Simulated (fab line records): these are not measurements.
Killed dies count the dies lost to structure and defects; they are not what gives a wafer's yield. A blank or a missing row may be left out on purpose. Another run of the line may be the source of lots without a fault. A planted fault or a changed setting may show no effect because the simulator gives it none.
What tool caused it? | flow n5 finfet | at 1 step of a route of 1938, 10 lots with 30 wafers sampled

## WHAT THE GAUGES SHOWED, per wafer
N5_BEOL_M11_CD_MEAS_18: pitch 140 nm, target cd 70 nm.
lot  | measured     | on        | cd nm (nm)
L176 | day 10 08:22 | cd sem-03 | 69.8 70.6 70.1
L177 | day 10 16:22 | cd sem-01 | 70.3 69.7 69.6
L186 | day 13 17:40 | cd sem-03 | 69.8 69.8 69.7
L190 | day 14 01:15 | cd sem-02 | 69.0 70.0 69.7
L191 | day 14 14:29 | cd sem-02 | 70.0 70.6 70.1
L192 | day 14 14:53 | cd sem-02 | 70.7 70.8 69.1
L194 | day 14 21:50 | cd sem-03 | 70.3 69.6 70.5
L197 | day 15 21:47 | cd sem-03 | 69.3 69.2 70.0
L198 | day 15 23:37 | cd sem-03 | 69.6 69.6 70.9
L199 | day 16 07:31 | cd sem-01 | 69.9 69.6 69.6

## TOOL THAT RAN EACH LOT (tool first, then ch and the chambers of the sampled wafers, then the start)
Record: no process step prior to these readings.

## THE ANSWER, worked out from the rows above alone
Rule: usual is defined by the lots themselves. The widest of any qualifying gaps counts: lots, ordered by their means at a reading, are off when they make up no more than a third of the lots, leave a main group of 4 or more, and stand apart from it by 3 or more times the standard deviation of that group's means. Not used: any main group whose means are identical at the precision the tables above print for the reading. A lot without any number at a reading at which 4 lots or more have one is off too. The other lots that the step has rows for count as sound.
Nothing can be told from this: no lot is off at any reading shown.

## WHAT THE SIMULATOR HAD INSERTED
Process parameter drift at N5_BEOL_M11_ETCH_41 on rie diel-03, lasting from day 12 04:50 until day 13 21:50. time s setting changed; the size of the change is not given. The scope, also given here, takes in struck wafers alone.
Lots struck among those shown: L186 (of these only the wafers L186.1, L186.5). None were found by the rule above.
